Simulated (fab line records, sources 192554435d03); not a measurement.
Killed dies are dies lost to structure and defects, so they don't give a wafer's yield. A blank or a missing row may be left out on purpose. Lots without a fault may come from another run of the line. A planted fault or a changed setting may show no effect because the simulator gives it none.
fab line records | flow n5_finfet
record lots=11 wafers=33 last_day=19
route steps=1938 shown FIN_SAQP@113 PASSIVATION@1936
lots that met no fault: from a run of the same line without faults
start_h: hours from the record's first day to the start of the lot's first wafer shown | wait_h: hours since the lot's step before | " the same as in the row above | L1.1+2: a row that stands for several wafers | - no value, or no start given | * or withheld: withheld | < > ~ a bound
route shown NAME@n: a module of which the file shows steps, and the number in the route of the first | usual: mean/standard deviation of fault-free wafers | same: alike in all rows | chamber/n: place in a boat | sites: the reading at each site | _std_site: their standard deviation | _edge_site: outer sites' mean less inner sites' | radius_mm: how far each site lies from the wafer's centre | mask NAME#n: copy n | behind: the tool/chamber that last shaped the wafer | hold: why the lot was held/for how many hours/how that ended | device: the transistor (n, p or np) that didn't switch | end of line: the same wafers' tests at the end of the route | a step without rows: its recipe alone | killed: dies lost to structure and defects at the first sort, not the wafer's yield | map: a wafer's dies, x killed, . not, _ none there
set.NAME: the setting as run; set.NAME@STEP: as run at that earlier step | model.NAME: the simulator's own value behind a step, which no gauge read
steps of the route over a sample of lots; a table a step, a row a wafer
services: from which hour (start_h, from the record's first day; less than 0 if before it) a tool's chamber was out of use, for how many hours, and why
## steps
# step N5_FIN_SAQP_INSPECT_18
# recipe mode=adi inspect_instrument=brightfield
# usual raw_defect_count=424/120
# columns lot.wafer tool chamber start_h wait_h raw_defect_count
L456.3 defect_inspect-02 - 35.05 0.0 407
L456.4 " - " " 426
L456.5 " - " " 496
L457.2 defect_inspect-01 - 39.96 0.0 370
L457.3 " - " " 428
L457.5 " - " " 324
L459.1 defect_inspect-01 - 51.80 0.0 340
L459.3 " - " " 405
L459.4 " - " " 401
L461.4 defect_inspect-02 - 64.23 0.0 354
L461.5 " - " " 415
L461.6 " - " " 517
L463.1 defect_inspect-02 - 77.46 0.0 465
L463.4 " - " " 816
L463.5 " - " " 709
L465.1 defect_inspect-01 - 88.44 0.0 502
L465.2 " - " " 372
L465.6 " - " " 329
L471.2 defect_inspect-02 - 123.40 0.0 302
L471.4 " - " " 294
L471.5 " - " " 365
L472.1 defect_inspect-02 - 129.55 0.0 360
L472.2 " - " " 352
L472.3 " - " " 379
L475.3 defect_inspect-01 - 148.17 0.0 557
L475.4 " - " " 732
L475.5 " - " " 687
L476.2 defect_inspect-01 - 153.45 0.0 352
L476.3 " - " " 361
L476.5 " - " " 253
L477.2 defect_inspect-01 - 160.26 0.0 259
L477.4 " - " " 267
L477.6 " - " " 424
# step N5_FIN_SAQP_HM_OPEN_73
# recipe chemistry=CHF3/O2 target=SiO2 stop_on=a-Si target_depth_a=120 over_etch_frac=1.8 mask_material=SOC time_s=16.8 pressure_mtorr=30 source_w=650 bias_w=170 Ar_flow_sccm=200 CHF3_flow_sccm=50 O2_flow_sccm=5 ion_energy_ev=200 ends=end_point
# usual chamber_pressure_mTorr=30.000/0.025 drypump_motor_current_A=5.53/0.27 oes_o_777_au=0.77/0.086 oes_product_au=0.46/0.046 rf_vpp_V=517/8.5 showerhead_plenum_p_Torr=2.40/0.073 throttle_valve_pct=18.76/0.19
# columns lot.wafer tool chamber start_h wait_h chamber_pressure_mTorr drypump_motor_current_A oes_o_777_au oes_product_au rf_hours_counter_h rf_vpp_V showerhead_plenum_p_Torr throttle_valve_pct
L456.3 rie_diel-03 2 35.40 0.0 29.993 4.96 0.73 0.42 225 505 2.30 19.22
L456.4 " 0 " " 30.005 5.83 0.69 0.43 221 522 2.48 18.54
L456.5 " 2 " " 30.020 4.96 0.73 0.43 - 505 2.30 19.22
L457.2 rie_diel-04 0 40.20 0.0 30.024 5.51 0.76 0.45 171 512 2.40 18.69
L457.3 " 3 " " 30.064 5.22 0.77 0.46 125 524 2.41 18.66
L457.5 " 0 " " 29.969 5.52 0.76 0.46 - 511 2.40 18.69
L459.1 rie_diel-04 2 52.51 0.0 30.003 5.39 0.73 0.42 206 520 2.38 18.61
L459.3 " 0 " " 29.960 5.55 0.76 0.45 175 509 2.40 18.69
L459.4 " 3 " " 29.997 5.24 0.77 0.46 129 524 2.41 18.66
L461.4 rie_diel-01 2 64.49 0.0 30.003 5.79 0.76 0.46 - 518 2.31 18.91
L461.5 " 3 " " 30.020 5.26 0.69 0.42 - 508 2.35 18.90
L461.6 " 0 " " 29.981 5.35 0.73 0.45 - 525 2.50 18.73
L463.1 rie_diel-04 3 78.18 0.0 29.975 5.22 0.76 0.46 138 523 2.40 18.68
L463.4 " 2 " " 29.995 5.42 0.72 0.42 215 519 2.37 18.64
L463.5 " 3 " " 30.041 5.21 0.75 0.46 - 524 2.40 18.68
L465.1 rie_diel-04 3 88.68 0.0 29.968 5.23 0.75 0.46 142 524 2.40 18.67
L465.2 " 2 " " 30.013 5.42 0.71 0.41 219 519 2.37 18.64
L465.6 " 0 " " 29.997 5.54 0.75 0.45 - 511 2.40 18.71
L471.2 rie_diel-03 0 123.63 0.0 30.011 5.84 0.67 0.40 255 522 2.47 18.58
L471.4 " 3 " " 29.969 5.43 0.92 0.53 - 501 2.43 18.65
L471.5 " 1 " " 29.969 5.84 0.71 0.42 - 517 2.50 19.14
L472.1 rie_diel-03 1 129.78 0.0 29.966 5.84 0.70 0.41 220 518 2.50 19.13
L472.2 " 3 " " 29.956 5.42 0.91 0.52 36 500 2.43 18.65
L472.3 " 2 " " 30.006 4.94 1.02 0.58 1 514 2.58 18.84
L475.3 rie_diel-01 2 148.55 0.0 30.015 5.77 0.74 0.45 189 519 2.30 18.96
L475.4 " 1 " " 30.018 5.64 0.69 0.42 206 531 2.29 18.78
L475.5 " 3 " " 29.967 5.25 0.91 0.55 - 508 2.34 18.51
L476.2 rie_diel-01 0 154.07 0.0 30.035 5.33 0.71 0.43 191 524 2.49 18.79
L476.3 " 3 " " 30.019 5.28 0.90 0.53 20 509 2.34 18.51
L476.5 " 3 " " 30.001 5.24 0.90 0.55 - 508 2.34 18.52
L477.2 rie_diel-03 0 160.61 0.0 30.009 5.83 0.93 0.57 4 522 2.47 18.23
L477.4 " 1 " " 29.976 5.84 0.70 0.41 231 516 2.50 19.14
L477.6 " 3 " " 29.978 5.43 0.91 0.52 - 500 2.43 18.68
# step N5_FIN_SAQP_STRIP_55
# recipe chemistry=N2/H2 power_w=500 temp_c=40 pressure_mtorr=50 rf_frequency_hz=6e+07 overash_fraction=0.3 bias_power_w=28 h2_frac=0.5 n2_flow_sccm=300 h2_flow_sccm=300
# usual bias_power_w=27.99/0.088 chamber_pressure_mTorr=50.00/0.076 drypump_motor_current_A=5.53/0.28 oes_product_au=0.75/0.075 rf_vpp_V=121.6/1.6 showerhead_plenum_p_Torr=3.34/0.12 throttle_valve_pct=18.9/0.31
# columns lot.wafer tool chamber start_h wait_h bias_power_w chamber_pressure_mTorr drypump_motor_current_A oes_product_au rf_hours_counter_h rf_vpp_V showerhead_plenum_p_Torr throttle_valve_pct
L456.3 rie_diel-01 0 35.59 0.1 28.15 49.89 5.36 0.76 150 122.7 3.49 19.1
L456.4 " 1 " " 28.00 49.90 5.67 0.73 174 119.2 3.20 18.7
L456.5 " 2 " " 28.15 50.05 5.79 0.78 - 120.2 3.22 18.8
L457.2 rie_diel-04 2 40.38 0.1 28.02 49.98 5.42 0.72 202 121.6 3.32 18.5
L457.3 " 0 " " 28.10 50.17 5.54 0.75 171 121.6 3.36 19.3
L457.5 " 2 " " 27.91 49.96 5.42 0.72 - 120.3 3.32 18.5
L459.1 rie_diel-03 1 52.87 0.2 27.96 49.96 5.85 0.68 192 120.7 3.47 19.2
L459.3 " 2 " " 27.92 49.98 4.96 0.70 233 119.7 3.19 19.3
L459.4 " 3 " " 28.07 49.97 5.45 0.96 7 123.1 3.43 18.8
L461.4 rie_diel-01 2 64.81 0.2 28.03 49.95 5.77 0.76 - 121.0 3.21 18.8
L461.5 " 3 " " 27.98 49.80 5.26 0.69 - 120.0 3.29 18.6
L461.6 " 0 " " 27.99 49.96 5.33 0.75 - 125.0 3.49 19.1
L463.1 rie_diel-01 1 78.37 0.1 28.18 49.97 5.64 0.71 183 120.2 3.20 18.7
L463.4 " 0 " " 27.88 49.92 5.35 0.73 - 121.7 3.49 19.1
L463.5 " 1 " " 27.96 50.03 5.64 0.71 - 119.8 3.20 18.7
L465.1 rie_diel-03 1 88.87 0.1 28.06 49.96 5.85 0.68 205 123.1 3.47 19.2
L465.2 " 0 " " 27.86 50.03 5.83 0.71 242 122.5 3.45 18.8
L465.6 " 2 " " 28.00 50.17 4.92 0.69 - 118.2 3.18 19.4
L471.2 rie_diel-01 2 123.82 0.1 - - - - - - - -
L471.4 " 1 " " - - - - - - - -
L471.5 " 1 " " - - - - - - - -
L472.1 rie_diel-03 3 129.97 0.1 - - - - - - - -
L472.2 " 1 " " - - - - - - - -
L472.3 " 2 " " - - - - - - - -
L475.3 rie_diel-04 0 148.74 0.1 28.15 50.04 5.55 0.73 205 120.1 3.34 19.3
L475.4 " 2 " " 27.98 50.04 5.41 0.70 237 122.8 3.31 18.5
L475.5 " 1 " " 27.84 50.13 5.92 0.71 - 120.2 3.21 18.6
L476.2 rie_diel-04 3 154.27 0.1 27.91 50.13 5.23 0.75 163 117.8 3.37 19.2
L476.3 " 1 " " 28.00 49.94 5.92 0.72 199 121.5 3.21 18.6
L476.5 " 0 " " 28.13 50.00 5.53 0.73 - 120.7 3.34 19.4
L477.2 rie_diel-01 0 160.79 0.1 28.09 49.99 5.34 0.71 194 121.4 3.47 19.2
L477.4 " 1 " " 27.88 50.06 5.65 0.70 211 122.6 3.19 18.7
L477.6 " 0 " " 28.00 49.92 5.35 0.71 - 121.1 3.47 19.2
# step N5_FIN_SAQP_RECESS_75
# recipe chemistry=HF/NH3 target=SiO2 target_depth_a=144 afs_cycles=3 temp_c=30 sublimation_temp_c=180 sublimation_time_s=60
# usual drypump_motor_current_A=5.6/0.66
# columns lot.wafer tool chamber start_h wait_h drypump_motor_current_A
L456.3 vapor_etch-02 1 36.12 0.2 6.0
L456.4 " 0 " " 5.1
L456.5 " 0 " " 5.1
L457.2 vapor_etch-01 1 40.70 0.0 5.0
L457.3 " 0 " " 6.6
L457.5 " 1 " " 4.9
L459.1 vapor_etch-01 0 53.19 0.0 6.6
L459.3 " 0 " " 6.6
L459.4 " 1 " " 4.9
L461.4 vapor_etch-02 0 65.27 0.2 5.1
L461.5 " 1 " " 6.0
L461.6 " 0 " " 5.1
L463.1 vapor_etch-02 1 78.70 0.0 6.0
L463.4 " 0 " " 5.1
L463.5 " 1 " " 6.0
L465.1 vapor_etch-01 0 89.21 0.0 6.6
L465.2 " 1 " " 5.0
L465.6 " 0 " " 6.5
L471.2 vapor_etch-01 0 124.17 0.0 6.5
L471.4 " 0 " " 6.6
L471.5 " 1 " " 4.9
L472.1 vapor_etch-01 0 130.50 0.0 6.5
L472.2 " 1 " " 5.0
L472.3 " 0 " " 6.5
L475.3 vapor_etch-01 1 149.33 0.3 4.9
L475.4 " 0 " " 6.6
L475.5 " 1 " " 4.9
L476.2 vapor_etch-02 0 154.59 0.0 5.1
L476.3 " 1 " " 6.0
L476.5 " 0 " " 5.1
L477.2 vapor_etch-02 0 161.11 0.0 5.1
L477.4 " 0 " " 5.1
L477.6 " 1 " " 6.0
# step N5_PASSIVATION_PROBE_49
# usual killed_at_M0_to_M3=33/11 killed_at_M4_up=15/6.2 killed_at_contacts=13/6.5 killed_at_front_end=38/11 killed_at_other=3.4/2.6 killed_dies=102/17 killed_open=67/12 killed_short=34/7.9
# same gross_dies=1180 killed_at_back_side=0
# columns lot.wafer tool chamber start_h wait_h killed_at_M0_to_M3 killed_at_M4_up killed_at_contacts killed_at_front_end killed_at_other killed_dies killed_open killed_short
L472.2 prober-02 - 420.18 0.1 34 20 9 46 4 113 65 46
L472.3 prober-02 - 420.23 0.1 38 27 14 28 0 107 68 36
# killed by level:class
L472.2 FIN_SAQP:geometric_particle:short=17 BEOL_M4:geometric_particle:open=11 BEOL_M3:geometric_particle:open=8 BEOL_M0_SAQP:geometric_particle:short=7 MOL_CONTACT_COAG:geometric_particle:open=7 FIN_SAQP:geometric_particle:open=6 GATE_CUT:geometric_particle:short=6 DUMMY_GATE:geometric_particle:open=6
L472.3 MOL_CONTACT_COAG:geometric_particle:open=12 BEOL_M0_SAQP:geometric_particle:short=11 BEOL_M2:geometric_particle:open=9 BEOL_M0_SAQP:geometric_particle:open=6 FIN_SAQP:geometric_particle:open=5 DUMMY_GATE:geometric_particle:open=5 BEOL_M4:geometric_particle:open=5 FIN_SAQP:geometric_particle:short=4
## services
# columns tool chamber start_h hours kind
rie_diel-03 0 17.95 3.1 repair
rie_diel-03 3 21.08 - clean
rie_diel-03 3 21.08 - consumable_replace:focus_ring
rie_diel-03 3 21.08 13.6 scheduled_down
rie_diel-03 3 21.08 13.6 vent_cycle
rie_diel-04 3 31.04 2.3 repair
rie_diel-01 - 37.50 1.2 repair
vapor_etch-02 0 39.04 7.7 repair
rie_diel-04 - 48.86 2.8 pm
rie_diel-04 0 55.90 3.5 repair
rie_diel-01 - 59.04 2.4 repair
rie_diel-01 3 71.90 8.0 repair
vapor_etch-02 - 74.34 0.4 repair
rie_diel-01 3 84.55 - clean
rie_diel-01 3 84.55 - consumable_replace:focus_ring
rie_diel-01 3 84.55 14.8 scheduled_down
rie_diel-01 3 84.55 14.8 vent_cycle
rie_diel-01 1 97.91 3.7 repair
vapor_etch-02 - 98.77 2.3 repair
rie_diel-03 2 100.81 - clean
rie_diel-03 2 100.81 - consumable_replace:focus_ring
rie_diel-01 0 130.07 9.3 repair
rie_diel-01 - 130.59 0.9 repair
rie_diel-03 - 149.57 2.8 pm
## key
first_sign step=N5_FIN_SAQP_STRIP_55 reading=tool_record direction=missing
effect none on later readings
met_at N5_FIN_SAQP_STRIP_55
struck_lots L471,L472
tester_left_out L471,L472
not_acting_at N5_FIN_SAQP_INSPECT_18,N5_FIN_SAQP_HM_OPEN_73,N5_FIN_SAQP_RECESS_75
onset_between 88.87 123.82
fault kind=skipped_step_whole tool=rie_diel-01,rie_diel-03 chamber=- onset_h=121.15 steps=N5_FIN_SAQP_STRIP_55 scope=struck_lots_only
# tester_left_out: of these lots the tester's yield and bins aren't shown, on N5 and GAA mostly nor the transistor test; their killed dies are dies lost to structure and defects alone, not to doping, threshold or leakage, so they don't give the yield
